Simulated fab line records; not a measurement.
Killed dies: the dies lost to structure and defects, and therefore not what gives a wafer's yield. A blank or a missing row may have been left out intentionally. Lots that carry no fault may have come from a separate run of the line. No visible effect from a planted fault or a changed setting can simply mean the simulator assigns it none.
The tool behind it: which one? / flow nandHarc / 14 lots, 42 wafers sampled, at 5 steps of a route of 1159

WHAT EACH GAUGE READ, for each wafer
NHARC_P_ZERO_WELL_CD_MEAS_52 targets a cd of 2000 nm. Usual: 2000.2 nm for cdNm, sd 1.3.
lot=L157; measured=day 1 18:17; on=cdSem-02; cdNm (nm)=2002.0 2001.6 2000.4; flag=
lot=L158; measured=day 2 03:20; on=cdSem-01; cdNm (nm)=1999.6 2000.2 2000.4; flag=
lot=L159; measured=day 2 05:45; on=cdSem-01; cdNm (nm)=2001.7 1999.5 2001.3; flag=
lot=L160; measured=day 2 11:41; on=cdSem-02; cdNm (nm)=2002.0 2003.5 2001.6; flag=
lot=L161; measured=day 2 17:56; on=cdSem-01; cdNm (nm)=1999.6 1997.2 2000.0; flag=
lot=L162; measured=day 2 23:48; on=cdSem-03; cdNm (nm)=2001.0 1998.8 2000.8; flag=
lot=L163; measured=day 3 06:01; on=cdSem-03; cdNm (nm)=1999.0 1999.1 1999.7; flag=
lot=L164; measured=day 3 12:18; on=cdSem-03; cdNm (nm)=1999.0 1999.3 1998.9; flag=
lot=L171; measured=day 5 05:53; on=cdSem-01; cdNm (nm)=1999.5 1999.6 1999.6; flag=
lot=L173; measured=day 5 17:42; on=cdSem-01; cdNm (nm)=1998.1 2000.0 1998.1; flag=
lot=L175; measured=day 6 05:41; on=cdSem-03; cdNm (nm)=1998.9 2000.4 1999.6; flag=
lot=L177; measured=day 6 18:08; on=cdSem-01; cdNm (nm)=1998.0 2000.1 2000.5; flag=
lot=L178; measured=day 6 23:35; on=cdSem-02; cdNm (nm)=1999.8 2000.7 1999.1; flag=
lot=L180; measured=day 7 11:41; on=cdSem-02; cdNm (nm)=2001.5 2004.8 2002.6; flag=

NHARC_END_SORT_01. Usual: killedAtArray 29, standard deviation 11; killedAtOther 0.6, standard deviation 0.92; killedAtPeriphery 3.2, standard deviation 2; killedDies 33, standard deviation 11; killedOpen 3.2, standard deviation 2; killedShort 1.9, standard deviation 1.5.
lot=L159; measured=day 20 04:15; on=prober-02; killedAtArray=19 23 22; killedAtOther=0 0 0; killedAtPeriphery=658 654 655; killedDies=677 677 677; killedOpen=1 3 4; killedShort=1 1 3; flag=OFF
lot=L163; measured=day 21 04:48; on=prober-01; killedAtArray=31 38 30; killedAtOther=1 1 3; killedAtPeriphery=645 638 644; killedDies=677 677 677; killedOpen=1 0 3; killedShort=2 1 4; flag=OFF
lot=L164; measured=day 21 07:18; on=prober-02; killedAtArray=12 12 17; killedAtOther=2 6 0; killedAtPeriphery=663 659 660; killedDies=677 677 677; killedOpen=0 4 8; killedShort=3 2 3; flag=OFF

WHICH TOOL RAN EACH LOT (tool, then ch and the chambers of the sampled wafers, then the start)
lot=L157; NHARC_P_ZERO_WELL_RTA_42=rtpAnneal-02 ch 0, day 1 19:31; NHARC_P_STI_HM_DEP_30=lpcvd-01 ch 0, day 2 05:10; NHARC_P_GATE_ETCH_32=rieSi-02 ch 0,1, day 4 12:39
lot=L158; NHARC_P_ZERO_WELL_RTA_42=rtpAnneal-02 ch 0, day 2 04:31; NHARC_P_STI_HM_DEP_30=lpcvd-01 ch 0, day 2 16:41; NHARC_P_GATE_ETCH_32=rieSi-02 ch 0,1, day 5 02:34
lot=L159; NHARC_P_ZERO_WELL_RTA_42=rtpAnneal-01 ch 0, day 2 06:59; NHARC_P_STI_HM_DEP_30=lpcvd-01 ch 1, day 2 16:41; NHARC_P_GATE_ETCH_32=-
lot=L160; NHARC_P_ZERO_WELL_RTA_42=rtpAnneal-02 ch 0, day 2 12:50; NHARC_P_STI_HM_DEP_30=lpcvd-01 ch 1, day 3 01:08; NHARC_P_GATE_ETCH_32=rieSi-02 ch 0,1,3, day 5 15:08
lot=L161; NHARC_P_ZERO_WELL_RTA_42=rtpAnneal-01 ch 0, day 2 19:19; NHARC_P_STI_HM_DEP_30=lpcvd-01 ch 1, day 3 07:10; NHARC_P_GATE_ETCH_32=rieSi-03 ch 2,3, day 5 14:51
lot=L162; NHARC_P_ZERO_WELL_RTA_42=rtpAnneal-01 ch 0, day 3 00:56; NHARC_P_STI_HM_DEP_30=lpcvd-01 ch 1, day 3 12:53; NHARC_P_GATE_ETCH_32=rieSi-05 ch 0,1,2, day 6 04:13
lot=L163; NHARC_P_ZERO_WELL_RTA_42=rtpAnneal-02 ch 0, day 3 07:09; NHARC_P_STI_HM_DEP_30=lpcvd-02 ch 1, day 3 21:17 and lpcvd-01 ch 1, day 4 01:46; NHARC_P_GATE_ETCH_32=-
lot=L164; NHARC_P_ZERO_WELL_RTA_42=rtpAnneal-01 ch 0, day 3 13:46; NHARC_P_STI_HM_DEP_30=lpcvd-01 ch 0, day 4 01:46; NHARC_P_GATE_ETCH_32=-
lot=L171; NHARC_P_ZERO_WELL_RTA_42=rtpAnneal-01 ch 0, day 5 07:02; NHARC_P_STI_HM_DEP_30=lpcvd-02 ch 1, day 5 20:04; NHARC_P_GATE_ETCH_32=rieSi-05 ch 0,1,2, day 8 12:26
lot=L173; NHARC_P_ZERO_WELL_RTA_42=rtpAnneal-02 ch 0, day 5 19:07; NHARC_P_STI_HM_DEP_30=lpcvd-02 ch 0, day 6 07:41; NHARC_P_GATE_ETCH_32=rieSi-03 ch 1,2,3, day 9 02:38
lot=L175; NHARC_P_ZERO_WELL_RTA_42=rtpAnneal-02 ch 0, day 6 06:49; NHARC_P_STI_HM_DEP_30=lpcvd-01 ch 0, day 6 19:52; NHARC_P_GATE_ETCH_32=rieSi-02 ch 1,2, day 9 11:10
lot=L177; NHARC_P_ZERO_WELL_RTA_42=rtpAnneal-02 ch 0, day 6 19:18; NHARC_P_STI_HM_DEP_30=lpcvd-01 ch 0, day 7 05:24; NHARC_P_GATE_ETCH_32=rieSi-05 ch 0,2,3, day 9 10:36
lot=L178; NHARC_P_ZERO_WELL_RTA_42=rtpAnneal-02 ch 0, day 7 00:50; NHARC_P_STI_HM_DEP_30=lpcvd-01 ch 0, day 7 12:43; NHARC_P_GATE_ETCH_32=rieSi-03 ch 0,1,3, day 10 02:54
lot=L180; NHARC_P_ZERO_WELL_RTA_42=rtpAnneal-01 ch 0, day 7 12:56; NHARC_P_STI_HM_DEP_30=lpcvd-01 ch 0, day 8 00:45; NHARC_P_GATE_ETCH_32=rieSi-02 ch 0,1,2, day 10 10:07
- NHARC_P_ZERO_WELL_RTA_42: time 300 s.
- NHARC_P_STI_HM_DEP_30: deposits Si3N4, target thk 80 nm, time 873 s.
- NHARC_P_GATE_ETCH_32: etches the open film in HBr/Cl2, target depth 150 nm, time 100.1 s.

AS READ BY THE TOOLS THEMSELVES (means over the sampled wafers that have a number; for cases with no such wafer, the mark the record gives instead)
NHARC_P_ZERO_WELL_RTA_42. Usual: lampPowerPct 35.0 %, standard deviation 1.8; wafer_temp_C_max 1106.3, standard deviation 1.9.
lot=L157; tool=rtpAnneal-02; lampPowerPct (%)=33.3; wafer_temp_C_max=1107.0; flag=
lot=L158; tool=rtpAnneal-02; lampPowerPct (%)=33.3; wafer_temp_C_max=1106.8; flag=
lot=L159; tool=rtpAnneal-01; lampPowerPct (%)=36.9; wafer_temp_C_max=1104.1; flag=
lot=L160; tool=rtpAnneal-02; lampPowerPct (%)=33.3; wafer_temp_C_max=1107.6; flag=
lot=L161; tool=rtpAnneal-01; lampPowerPct (%)=36.9; wafer_temp_C_max=1104.7; flag=
lot=L162; tool=rtpAnneal-01; lampPowerPct (%)=36.9; wafer_temp_C_max=1105.0; flag=
lot=L163; tool=rtpAnneal-02; lampPowerPct (%)=33.3; wafer_temp_C_max=1108.4; flag=
lot=L164; tool=rtpAnneal-01; lampPowerPct (%)=37.0; wafer_temp_C_max=1105.6; flag=
lot=L171; tool=rtpAnneal-01; lampPowerPct (%)=36.9; wafer_temp_C_max=1104.8; flag=
lot=L173; tool=rtpAnneal-02; lampPowerPct (%)=33.3; wafer_temp_C_max=1107.7; flag=
lot=L175; tool=rtpAnneal-02; lampPowerPct (%)=33.2; wafer_temp_C_max=1107.9; flag=
lot=L177; tool=rtpAnneal-02; lampPowerPct (%)=33.3; wafer_temp_C_max=1107.7; flag=
lot=L178; tool=rtpAnneal-02; lampPowerPct (%)=33.4; wafer_temp_C_max=1106.6; flag=
lot=L180; tool=rtpAnneal-01; lampPowerPct (%)=36.9; wafer_temp_C_max=1104.4; flag=

NHARC_P_GATE_ETCH_32. Usual: drypumpMotorCurrentA 5.7 A, standard deviation 0.41; oesProductAu 0.999 a.u., standard deviation 0.007; throttleValvePct 26.405 %, standard deviation 0.009.
lot=L157; tool=rieSi-02; drypumpMotorCurrentA (A)=5.9; oesProductAu (a.u.)=0.996; throttleValvePct (%)=26.400; flag=
lot=L158; tool=rieSi-02; drypumpMotorCurrentA (A)=5.9; oesProductAu (a.u.)=1.002; throttleValvePct (%)=26.411; flag=
lot=L160; tool=rieSi-02; drypumpMotorCurrentA (A)=5.7; oesProductAu (a.u.)=0.996; throttleValvePct (%)=26.405; flag=
lot=L161; tool=rieSi-03; drypumpMotorCurrentA (A)=5.3; oesProductAu (a.u.)=0.994; throttleValvePct (%)=26.401; flag=
lot=L162; tool=rieSi-05; drypumpMotorCurrentA (A)=6.0; oesProductAu (a.u.)=1.003; throttleValvePct (%)=26.408; flag=
lot=L171; tool=rieSi-05; drypumpMotorCurrentA (A)=6.0; oesProductAu (a.u.)=1.005; throttleValvePct (%)=26.408; flag=
lot=L173; tool=rieSi-03; drypumpMotorCurrentA (A)=5.0; oesProductAu (a.u.)=0.998; throttleValvePct (%)=26.402; flag=
lot=L175; tool=rieSi-02; drypumpMotorCurrentA (A)=5.8; oesProductAu (a.u.)=0.991; throttleValvePct (%)=26.412; flag=
lot=L177; tool=rieSi-05; drypumpMotorCurrentA (A)=6.0; oesProductAu (a.u.)=0.998; throttleValvePct (%)=26.405; flag=
lot=L178; tool=rieSi-03; drypumpMotorCurrentA (A)=5.3; oesProductAu (a.u.)=1.001; throttleValvePct (%)=26.410; flag=
lot=L180; tool=rieSi-02; drypumpMotorCurrentA (A)=5.7; oesProductAu (a.u.)=1.003; throttleValvePct (%)=26.401; flag=

THE ANSWER, worked out from the rows above alone
Rule: a lot is off if the mean of its wafers that have a number lies more than 3 standard deviations from the usual mean. Also off: a lot with no number at a reading for which 4 or more lots have one. All remaining lots with rows at the step are treated as sound. First the gauges in route order, then the tools' own readings, where a lot's mean is used as printed above. The first step at which some lot is off is used, and at that step the reading that is off furthest; a lot without a number counts as furthest.
Off: L159, L163, L164 (NHARC_END_SORT_01, killedAtPeriphery). Neither off nor sound, because the step has no rows for them: L157, L158, L160, L161, L162, L171, L173, L175, L177, L178, L180.
If a tool, at a process step before that reading, ran all the lots that are off and no sound lot after the first of them, it fits. Those tools and the gauges at NHARC_END_SORT_01 are tried in the same way. One candidate fits, namely lpcvd-01 at NHARC_P_STI_HM_DEP_30. It ran no sound lot before its first lot that is off in this sample, so the start can't be narrowed down.

WHAT THE SIMULATOR HAD PUT IN
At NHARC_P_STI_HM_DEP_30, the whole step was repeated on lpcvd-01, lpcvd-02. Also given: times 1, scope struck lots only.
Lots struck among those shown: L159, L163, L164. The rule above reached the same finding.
